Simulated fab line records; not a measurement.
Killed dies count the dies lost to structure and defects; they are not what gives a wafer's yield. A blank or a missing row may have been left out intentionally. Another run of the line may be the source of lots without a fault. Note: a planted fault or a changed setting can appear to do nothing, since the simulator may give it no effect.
fab line records	flow n5Finfet	part 1 of 2: steps 1 to 17 of 30
record lots=5	wafers=15	lastDay=16
route steps=1938 shown BEOL_M10@1499
lots that met no fault: from a run of the same line without faults
startH: hours from the record's opening day to when the first of the lot's shown wafers began	waitH: time in hours since the lot's previous step	" the same as in the row above	L1.1+2: a single row standing in for several wafers	- either no value or no given start	* or withheld: withheld	< > ~ a bound
route shown NAME@n: names a module that has steps shown in the file, with the first one's number in the route	usual: mean/standard deviation of fault-free wafers	same: alike in all rows	chamber/n: place in a boat	sites: per-site readings	_std_site: how widely they spread, as a standard deviation	_edge_site: the outer-site mean with the inner-site mean subtracted	radiusMm: how far each site lies from the wafer's centre	mask NAME#n: copy n	behind: the most recent tool/chamber to have shaped the wafer	hold: the reason the lot was held/the length of the hold in hours/how it ended	device: the transistor (n, p or np) that didn't switch	end of line: the route-end tests of the same wafers	where a step has no rows: the recipe by itself	killed: at the first sort, the dies lost to defects and structure; wafer yield is something else	map: a wafer's dies, marking killed ones x, the rest . and places with no die _
set.NAME: the setting the step ran with; set.NAME@STEP: the setting that earlier step ran with	model.NAME: the simulator's own value behind a step, which no gauge read
lots at selected steps of the route; one table per step, one row per wafer
services: from which hour (startH, from the record's first day; less than 0 if before it) a tool's chamber was out of use, for how many hours, and why
## steps
# step N5_BEOL_M10_EXPOSE_25
# recipe maskId=V9	na=1.35	sourceShape=annular	sigmaInner=0.5	sigmaOuter=0.8	polarization=unpolarized	doseMj=85.5
# usual stageVelMmS=500.00/0.25
lot.wafer	tool	chamber	startH	waitH	mask	stageVelMmS
L077.1	arfiScanner-02	0	238.31	-	V9#0	499.95
L077.4	"	0	"	"	V9#0	500.03
L077.5	"	0	"	"	V9#0	500.29
L081.2	arfiScanner-01	0	262.68	-	V9#0	500.08
L081.4	"	0	"	"	V9#0	500.37
L081.6	"	0	"	"	V9#0	500.19
L083.1	arfiScanner-01	0	268.12	-	V9#0	500.38
L083.4	"	0	"	"	V9#0	500.38
L083.6	"	0	"	"	V9#0	500.35
L084.2	arfiScanner-01	0	288.27	-	V9#0	500.34
L084.4	"	0	"	"	V9#0	500.30
L084.5	"	0	"	"	V9#0	499.93
L089.1	arfiScanner-02	0	316.72	-	V9#0	500.20
L089.2	"	0	"	"	V9#0	500.00
L089.5	"	0	"	"	V9#0	500.13
# step N5_BEOL_M10_PEB_26
# recipe pebTempC=withheld	pebTimeS=60	resist=CAR-ArF
# usual exhaustPa=45.1/0.85
lot.wafer	tool	chamber	startH	waitH	exhaustPa
L077.1	lithoTrack-01	0	238.37	0.1	46.3
L077.4	"	0	"	"	45.0
L077.5	"	0	"	"	45.7
L081.2	lithoTrack-01	0	262.74	0.1	43.6
L081.4	"	0	"	"	44.8
L081.6	"	0	"	"	44.1
L083.1	lithoTrack-02	0	268.19	0.1	45.4
L083.4	"	0	"	"	43.4
L083.6	"	0	"	"	44.2
L084.2	lithoTrack-05	0	288.32	0.1	44.2
L084.4	"	0	"	"	45.1
L084.5	"	0	"	"	45.7
L089.1	lithoTrack-01	0	316.79	0.1	45.1
L089.2	"	0	"	"	46.4
L089.5	"	0	"	"	44.8
# step N5_BEOL_M10_DEVELOP_27
# recipe developTimeS=30	developer=TMAH	resist=CAR-ArF	rinseLiquid=diw	dry=airSpin	devTempC=23
# usual exhaustPa=45.1/0.94
# same developTimeS=30
lot.wafer	tool	chamber	startH	waitH	exhaustPa
L077.1	lithoTrack-01	0	-	-	45.6
L077.4	"	0	"	"	45.7
L077.5	"	0	"	"	44.8
L081.2	lithoTrack-01	0	-	-	44.5
L081.4	"	0	"	"	46.2
L081.6	"	0	"	"	45.7
L083.1	lithoTrack-02	0	-	-	45.4
L083.4	"	0	"	"	45.9
L083.6	"	0	"	"	46.6
L084.2	lithoTrack-05	0	-	-	44.3
L084.4	"	0	"	"	44.1
L084.5	"	0	"	"	45.5
L089.1	lithoTrack-01	0	-	-	44.7
L089.2	"	0	"	"	45.7
L089.5	"	0	"	"	44.3
# step N5_BEOL_M10_CD_MEAS_28
# recipe targetCdNm=70	landingEnergyEv=500	detector=seInlens	polarity=opening
# usual cdNm=70.4/1
lot.wafer	tool	chamber	startH	waitH	cdNm
L077.1	cdSem-03	0	238.44	-	70.9
L077.4	"	0	"	"	70.1
L077.5	"	0	"	"	69.8
L081.2	cdSem-01	0	262.80	-	71.0
L081.4	"	0	"	"	70.1
L081.6	"	0	"	"	71.6
L083.1	cdSem-02	0	268.25	-	68.8
L083.4	"	0	"	"	69.5
L083.6	"	0	"	"	70.3
L084.2	cdSem-02	0	288.39	-	71.5
L084.4	"	0	"	"	69.5
L084.5	"	0	"	"	70.1
L089.1	cdSem-03	0	316.85	-	70.9
L089.2	"	0	"	"	71.1
L089.5	"	0	"	"	71.6
# step N5_BEOL_M10_OVL_MEAS_29
# recipe pointsPerWafer=44
# usual V9_OVL=0.3/0.75
lot.wafer	tool	chamber	startH	waitH	V9_OVL[nm]
L077.1	overlay-02	0	238.47	0.0	-0.2
L077.4	"	0	"	"	0.5
L077.5	"	0	"	"	-0.5
L081.2	overlay-01	0	262.83	0.0	-0.7
L081.4	"	0	"	"	-0.9
L081.6	"	0	"	"	-1.3
L083.1	overlay-01	0	268.28	0.0	-0.8
L083.4	"	0	"	"	-0.7
L083.6	"	0	"	"	0.1
L084.2	overlay-02	0	288.42	0.0	0.3
L084.4	"	0	"	"	-0.4
L084.5	"	0	"	"	-0.4
L089.1	overlay-02	0	316.88	0.0	0.8
L089.2	"	0	"	"	1.5
L089.5	"	0	"	"	0.7
# step N5_BEOL_M10_INSPECT_30
# recipe mode=adi	inspectInstrument=brightfield
# usual rawDefectCount=476/120
lot.wafer	tool	chamber	startH	waitH	rawDefectCount
L077.1	defectInspect-01	-	238.49	0.0	530
L077.4	"	-	"	"	458
L077.5	"	-	"	"	517
L081.2	defectInspect-01	-	262.86	0.0	669
L081.4	"	-	"	"	587
L081.6	"	-	"	"	644
L083.1	defectInspect-01	-	268.31	0.0	472
L083.4	"	-	"	"	408
L083.6	"	-	"	"	692
L084.2	defectInspect-01	-	288.45	0.0	559
L084.4	"	-	"	"	409
L084.5	"	-	"	"	497
L089.1	defectInspect-02	-	316.91	0.0	747
L089.2	"	-	"	"	702
L089.5	"	-	"	"	738
# step N5_BEOL_M10_DESCUM_33
# recipe chemistry=O2	timeS=7.9	sourcePowerW=50	biasPowerW=20	pressureMtorr=20	rfFrequencyHz=2.712e+07	tempC=40	resist=CAR-ArF	o2FlowSccm=225
# usual drypumpMotorCurrentA=5.8/0.4	oesProductAu=0.83/0.088	rfVppV=243.5/1.5	showerheadPlenumPTorr=2.12/0.074	throttleValvePct=20.34/0.26
lot.wafer	tool	chamber	startH	waitH	drypumpMotorCurrentA	oesProductAu	rfHoursCounterH	rfVppV	showerheadPlenumPTorr	throttleValvePct
L077.1	rieDiel-05	1	238.53	0.0	5.6	0.69	229	242.1	1.96	20.29
L077.4	"	2	"	"	5.1	0.88	39	245.7	2.20	19.87
L077.5	"	1	"	"	5.6	0.69	-	242.3	1.96	20.28
L081.2	rieDiel-05	0	262.89	0.0	6.6	0.78	136	244.2	2.18	20.47
L081.4	"	3	"	"	5.7	0.67	244	243.3	2.08	20.52
L081.6	"	1	"	"	5.6	0.68	-	240.6	1.96	20.30
L083.1	rieDiel-04	0	268.34	0.0	6.4	0.93	16	243.1	2.14	20.73
L083.4	"	1	"	"	6.1	0.82	97	244.0	2.10	20.21
L083.6	"	2	"	"	5.5	0.69	-	240.7	2.01	20.60
L084.2	rieDiel-04	0	288.48	0.0	6.4	0.92	23	243.6	2.13	20.74
L084.4	"	3	"	"	5.7	0.89	29	243.5	2.15	20.45
L084.5	"	0	"	"	6.4	0.92	-	244.1	2.13	20.75
L089.1	rieDiel-05	2	316.96	0.0	5.1	0.83	68	245.4	2.19	19.92
L089.2	"	3	"	"	5.7	0.97	6	242.1	2.07	20.24
L089.5	"	0	"	"	6.6	0.76	-	244.4	2.17	20.52
# step N5_BEOL_M10_ETCH_65
# recipe chemistry=CF4	target=SiARC	targetDepthA=390	maskMaterial=CAR-ArF	timeS=65	ionEnergyEv=80	pressureMtorr=40	sourceW=545	biasW=36	Ar_flow_sccm=100	cf4FlowSccm=100	ends=cleared
# usual drypumpMotorCurrentA=5.8/0.4	etchRfOnTimeS=64.8/1.5	oesProductAu=0.71/0.077	rfVppV=184.3/1.2	showerheadPlenumPTorr=2.17/0.08	throttleValvePct=15.52/0.22
lot.wafer	tool	chamber	startH	waitH	drypumpMotorCurrentA	etchRfOnTimeS	oesProductAu	rfHoursCounterH	rfVppV	showerheadPlenumPTorr	throttleValvePct
L077.1	rieDiel-05	1	238.56	0.0	5.6	66.7	0.58	229	183.2	2.02	15.65
L077.4	"	2	"	"	5.1	64.2	0.74	39	185.9	2.28	15.27
L077.5	"	1	"	"	5.6	66.1	0.58	-	181.6	2.02	15.67
L081.2	rieDiel-05	0	262.93	0.0	6.6	66.3	0.66	136	186.0	2.24	15.75
L081.4	"	3	"	"	5.7	65.2	0.59	244	182.5	2.11	15.69
L081.6	"	1	"	"	5.6	68.1	0.58	-	181.6	2.02	15.67
L083.1	rieDiel-04	0	268.38	0.0	6.3	62.3	0.80	16	183.7	2.19	15.81
L083.4	"	1	"	"	6.1	63.4	0.71	97	186.1	2.15	15.45
L083.6	"	2	"	"	5.5	65.0	0.60	-	183.5	2.05	15.72
L084.2	rieDiel-04	0	288.51	0.0	6.4	63.2	0.79	23	185.5	2.19	15.82
L084.4	"	3	"	"	5.7	64.0	0.76	29	184.6	2.17	15.42
L084.5	"	0	"	"	6.4	64.1	0.78	-	185.1	2.19	15.82
L089.1	rieDiel-05	2	316.99	0.0	5.1	64.2	0.71	68	187.5	2.27	15.32
L089.2	"	3	"	"	5.7	62.5	0.83	6	184.5	2.10	15.23
L089.5	"	0	"	"	6.6	66.4	0.65	-	184.6	2.24	15.80
# step N5_BEOL_M10_ETCH_66
# recipe chemistry=N2/H2	target=SOC	targetDepthA=1200	overetchA=240	maskMaterial=SiARC	tempC=40	timeS=180	ionEnergyEv=200	pressureMtorr=30	sourceW=840	biasW=150	n2FlowSccm=200	h2FlowSccm=200
# usual drypumpMotorCurrentA=5.8/0.4	n2FlowSccm=199.9/0.64	oesProductAu=0.67/0.069	rfVppV=524.7/2.7	showerheadPlenumPTorr=2.57/0.099	throttleValvePct=17.71/0.25
lot.wafer	tool	chamber	startH	waitH	drypumpMotorCurrentA	n2FlowSccm	oesProductAu	rfHoursCounterH	rfVppV	showerheadPlenumPTorr	throttleValvePct
L077.1	rieDiel-05	1	238.61	0.0	5.6	200.4	0.56	229	520.0	2.40	17.82
L077.4	"	2	"	"	5.1	199.1	0.71	39	527.3	2.72	17.59
L077.5	"	1	"	"	5.6	200.5	0.56	-	519.1	2.40	17.81
L081.2	rieDiel-05	0	262.98	0.0	6.6	198.9	0.63	136	526.9	2.67	17.97
L081.4	"	3	"	"	5.7	200.8	0.55	244	522.7	2.50	17.79
L081.6	"	1	"	"	5.6	198.9	0.55	-	519.3	2.40	17.84
L083.1	rieDiel-04	0	268.43	0.0	6.4	200.4	0.73	16	526.4	2.58	17.99
L083.4	"	1	"	"	6.1	199.6	0.65	97	525.5	2.57	17.69
L083.6	"	2	"	"	5.5	199.2	0.56	-	520.9	2.42	17.91
L084.2	rieDiel-04	0	288.56	0.0	6.4	200.3	0.74	23	525.7	2.58	18.05
L084.4	"	3	"	"	5.7	200.0	0.71	29	525.2	2.59	17.62
L084.5	"	0	"	"	6.4	200.1	0.73	-	525.5	2.58	18.03
L089.1	rieDiel-05	2	317.04	0.0	5.1	200.6	0.67	69	528.3	2.70	17.61
L089.2	"	3	"	"	5.7	199.9	0.77	6	521.0	2.49	17.39
L089.5	"	0	"	"	6.6	200.2	0.61	-	526.5	2.66	18.00
# step N5_BEOL_M10_STRIP_69
# recipe chemistry=N2/H2	tempC=40	n2FlowSccm=200	h2FlowSccm=200	rfFrequencyHz=6e+07
lot.wafer	tool	chamber	startH	waitH
L077.1+4+5	rieDiel-05	1,2,1	238.73	0.1
L081.2+4+6	rieDiel-05	0,3,1	263.09	0.1
L083.1+4+6	rieDiel-04	0,1,2	268.54	0.1
L084.2+4+5	rieDiel-04	0,3,0	288.68	0.1
L089.1+2+5	rieDiel-05	2,3,0	317.16	0.1
# step N5_BEOL_M10_VIA_ETCH_34
# recipe chemistry=C4F6/O2	target=SiCOH_lowk	targetDepthA=1845	maskMaterial=SOC	taperDeg=4	timeS=69.2	ionEnergyEv=250	pressureMtorr=30	sourceW=345	biasW=185	Ar_flow_sccm=300	C4F6_flow_sccm=10	O2_flow_sccm=10
# usual drypumpMotorCurrentA=5.8/0.4	oesProductAu=0.83/0.089	rfVppV=667/14	showerheadPlenumPTorr=2.88/0.11	throttleValvePct=20.81/0.22
lot.wafer	tool	chamber	startH	waitH	drypumpMotorCurrentA	oesProductAu	rfHoursCounterH	rfVppV	showerheadPlenumPTorr	throttleValvePct
L077.1	rieDiel-05	1	238.74	0.0	5.6	0.69	229	675	2.69	20.84
L077.4	"	2	"	"	5.1	0.88	39	655	3.03	20.62
L077.5	"	1	"	"	5.6	0.69	-	674	2.69	20.85
L081.2	rieDiel-05	0	263.10	0.0	6.6	0.78	136	671	2.96	21.00
L081.4	"	3	"	"	5.7	0.68	244	672	2.79	20.83
L081.6	"	1	"	"	5.6	0.68	-	674	2.69	20.85
L083.1	rieDiel-04	0	268.55	0.0	6.4	0.93	16	647	2.92	21.30
L083.4	"	1	"	"	6.1	0.82	97	670	2.87	20.75
L083.6	"	2	"	"	5.5	0.69	-	687	2.70	20.90
L084.2	rieDiel-04	0	288.69	0.0	6.4	0.91	23	648	2.92	21.32
L084.4	"	3	"	"	5.7	0.89	29	674	2.89	20.72
L084.5	"	0	"	"	6.4	0.92	-	647	2.92	21.31
L089.1	rieDiel-05	2	317.17	0.0	5.1	0.82	69	656	3.02	20.67
L089.2	"	3	"	"	5.7	0.96	6	672	2.79	20.52
L089.5	"	0	"	"	6.6	0.75	-	671	2.95	21.00
# step N5_BEOL_M10_STRIP_73
# recipe chemistry=C4F6/O2	resist=SiARC	rfFrequencyHz=6e+07
lot.wafer	tool	chamber	startH	waitH
L077.1+4+5	rieDiel-05	1,2,1	238.79	0.0
L081.2+4+6	rieDiel-05	0,3,1	263.15	0.0
L083.1+4+6	rieDiel-04	0,1,2	268.60	0.0
L084.2+4+5	rieDiel-04	0,3,0	288.74	0.0
L089.1+2+5	rieDiel-05	2,3,0	317.22	0.0
# step N5_BEOL_M10_STRIP_36
# recipe chemistry=N2/H2	powerW=450	tempC=40	pressureMtorr=20	rfFrequencyHz=6e+07	overashFraction=0.3	biasPowerW=7	h2Frac=0.5	n2FlowSccm=200	h2FlowSccm=200
# usual drypumpMotorCurrentA=5.8/0.4	n2FlowSccm=200.0/0.65	oesProductAu=0.83/0.089	rfVppV=59.5/2.1	showerheadPlenumPTorr=2.57/0.099	throttleValvePct=23.5/0.32
lot.wafer	tool	chamber	startH	waitH	drypumpMotorCurrentA	n2FlowSccm	oesProductAu	rfHoursCounterH	rfVppV	showerheadPlenumPTorr	throttleValvePct
L077.1	rieDiel-05	1	238.80	0.0	5.6	199.3	0.69	229	63.1	2.40	23.5
L077.4	"	2	"	"	5.1	199.4	0.85	39	57.6	2.71	23.5
L077.5	"	1	"	"	5.6	200.4	0.69	-	52.5	2.40	23.5
L081.2	rieDiel-05	0	263.16	0.0	6.6	200.3	0.78	136	59.7	2.66	23.8
L081.4	"	3	"	"	5.7	200.1	0.67	244	59.7	2.49	23.4
L081.6	"	1	"	"	5.6	200.2	0.68	-	58.6	2.39	23.5
L083.1	rieDiel-04	0	268.61	0.0	6.4	200.9	0.93	16	60.7	2.57	24.1
L083.4	"	1	"	"	6.1	201.2	0.81	97	56.5	2.57	23.5
L083.6	"	2	"	"	5.4	199.8	0.69	-	60.9	2.42	23.7
L084.2	rieDiel-04	0	288.75	0.0	6.4	200.2	0.92	23	59.2	2.57	24.0
L084.4	"	3	"	"	5.7	199.2	0.88	29	58.4	2.59	23.4
L084.5	"	0	"	"	6.4	200.5	0.92	-	62.4	2.57	24.1
L089.1	rieDiel-05	2	317.23	0.0	5.1	200.2	0.83	69	58.7	2.70	23.5
L089.2	"	3	"	"	5.7	199.6	0.95	6	59.9	2.49	23.2
L089.5	"	0	"	"	6.7	200.7	0.77	-	61.2	2.65	23.9
# step N5_BEOL_M10_TRENCH_ETCH_37
# recipe chemistry=C4F6/O2	targetDepthA=1488.3	target=SiCOH_lowk	timeS=48	ionEnergyEv=250	pressureMtorr=30	sourceW=345	biasW=185	Ar_flow_sccm=300	C4F6_flow_sccm=10	O2_flow_sccm=10
# usual drypumpMotorCurrentA=5.8/0.4	oesProductAu=0.83/0.089	rfVppV=667/14	showerheadPlenumPTorr=2.88/0.11	throttleValvePct=20.83/0.22
lot.wafer	tool	chamber	startH	waitH	drypumpMotorCurrentA	oesProductAu	rfHoursCounterH	rfVppV	showerheadPlenumPTorr	throttleValvePct
L077.1	rieDiel-05	1	-	-	5.6	0.68	229	673	2.69	20.88
L077.4	"	2	"	"	5.1	0.88	39	656	3.03	20.65
L077.5	"	1	"	"	5.6	0.69	-	676	2.69	20.87
L081.2	rieDiel-05	0	-	-	6.6	0.78	136	671	2.96	20.99
L081.4	"	3	"	"	5.7	0.68	244	673	2.79	20.86
L081.6	"	1	"	"	5.6	0.68	-	676	2.69	20.89
L083.1	rieDiel-04	0	-	-	6.4	0.92	16	646	2.92	21.33
L083.4	"	1	"	"	6.1	0.81	97	671	2.87	20.78
L083.6	"	2	"	"	5.5	0.70	-	687	2.70	20.91
L084.2	rieDiel-04	0	-	-	6.4	0.91	23	647	2.92	21.33
L084.4	"	3	"	"	5.7	0.89	29	672	2.89	20.74
L084.5	"	0	"	"	6.4	0.92	-	647	2.92	21.35
L089.1	rieDiel-05	2	-	-	5.1	0.82	69	656	3.02	20.69
L089.2	"	3	"	"	5.7	0.97	6	671	2.79	20.54
L089.5	"	0	"	"	6.6	0.76	-	669	2.95	21.05
# step N5_BEOL_M10_ETCH_41
# recipe chemistry=CH3F/O2	target=SiCN	targetDepthA=426	taperDeg=2	timeS=86	ionEnergyEv=120	maskMaterial=TiN	pressureMtorr=30	sourceW=395	biasW=75	Ar_flow_sccm=150	CH3F_flow_sccm=30	O2_flow_sccm=20
# usual drypumpMotorCurrentA=5.8/0.4	oesProductAu=0.83/0.088	rfVppV=297.8/1.6	showerheadPlenumPTorr=2.02/0.078	throttleValvePct=16.21/0.21
lot.wafer	tool	chamber	startH	waitH	drypumpMotorCurrentA	oesProductAu	rfHoursCounterH	rfVppV	showerheadPlenumPTorr	throttleValvePct
L077.1	rieDiel-05	1	-	-	5.6	0.69	229	295.7	1.89	16.36
L077.4	"	2	"	"	5.1	0.87	39	299.0	2.13	15.99
L077.5	"	1	"	"	5.6	0.69	-	294.7	1.89	16.36
L081.2	rieDiel-05	0	-	-	6.6	0.78	136	299.1	2.09	16.40
L081.4	"	3	"	"	5.7	0.68	244	296.1	1.96	16.33
L081.6	"	1	"	"	5.6	0.67	-	295.3	1.89	16.38
L083.1	rieDiel-04	0	-	-	6.4	0.91	16	298.5	2.05	16.57
L083.4	"	1	"	"	6.1	0.81	97	298.6	2.02	16.17
L083.6	"	2	"	"	5.4	0.70	-	296.0	1.89	16.36
L084.2	rieDiel-04	0	-	-	6.4	0.92	23	297.5	2.05	16.59
L084.4	"	3	"	"	5.7	0.89	29	298.3	2.03	16.11
L084.5	"	0	"	"	6.4	0.90	-	298.5	2.05	16.59
L089.1	rieDiel-05	2	-	-	5.1	0.83	69	299.6	2.12	16.04
L089.2	"	3	"	"	5.6	0.98	6	296.0	1.96	15.92
L089.5	"	0	"	"	6.6	0.76	-	298.7	2.08	16.44
# step N5_BEOL_M10_STRIP_77
# recipe chemistry=N2/H2	timeS=10	powerW=450	tempC=40	pressureMtorr=20	rfFrequencyHz=6e+07	biasPowerW=7	n2FlowSccm=200	h2FlowSccm=200
# usual drypumpMotorCurrentA=5.8/0.4	n2FlowSccm=200.0/0.58	oesProductAu=0.83/0.089	rfVppV=59.2/0.8	showerheadPlenumPTorr=2.57/0.099	throttleValvePct=23.5/0.32
lot.wafer	tool	chamber	startH	waitH	drypumpMotorCurrentA	n2FlowSccm	oesProductAu	rfHoursCounterH	rfVppV	showerheadPlenumPTorr	throttleValvePct
L077.1	rieDiel-05	1	-	-	5.6	200.1	0.68	229	59.3	2.40	23.5
L077.4	"	2	"	"	5.1	200.8	0.87	40	60.0	2.71	23.5
L077.5	"	1	"	"	5.6	199.9	0.69	-	59.9	2.40	23.5
L081.2	rieDiel-05	0	-	-	6.6	199.9	0.78	136	59.7	2.66	23.9
L081.4	"	3	"	"	5.7	199.7	0.67	244	59.4	2.49	23.4
L081.6	"	1	"	"	5.6	199.0	0.67	-	59.0	2.39	23.5
L083.1	rieDiel-04	0	-	-	6.4	199.0	0.93	16	58.8	2.57	24.1
L083.4	"	1	"	"	6.1	199.9	0.81	97	59.8	2.57	23.5
L083.6	"	2	"	"	5.5	200.9	0.69	-	58.5	2.41	23.7
L084.2	rieDiel-04	0	-	-	6.4	199.9	0.91	23	59.1	2.57	24.1
L084.4	"	3	"	"	5.7	200.9	0.88	29	58.8	2.59	23.5
L084.5	"	0	"	"	6.4	200.8	0.92	-	59.6	2.57	24.1
L089.1	rieDiel-05	2	-	-	5.1	200.3	0.83	69	60.2	2.70	23.5
L089.2	"	3	"	"	5.7	200.4	0.96	6	57.2	2.49	23.2
L089.5	"	0	"	"	6.6	199.3	0.76	-	59.0	2.65	23.9
# step N5_BEOL_M10_OCD_MEAS_38
# usual trenchDepthNm=148.9/2.5
lot.wafer	tool	chamber	startH	waitH	trenchDepthNm
L077.1	ocd-02	-	239.02	-	146.3
L077.4	"	-	"	"	149.6
L077.5	"	-	"	"	145.6
L081.2	ocd-02	-	263.39	-	147.2
L081.4	"	-	"	"	148.9
L081.6	"	-	"	"	143.7
L083.1	ocd-02	-	268.83	-	153.0
L083.4	"	-	"	"	150.9
L083.6	"	-	"	"	148.5
L084.2	ocd-01	-	288.97	-	151.7
L084.4	"	-	"	"	151.8
L084.5	"	-	"	"	153.7
L089.1	ocd-02	-	317.45	-	146.7
L089.2	"	-	"	"	151.9
L089.5	"	-	"	"	146.4
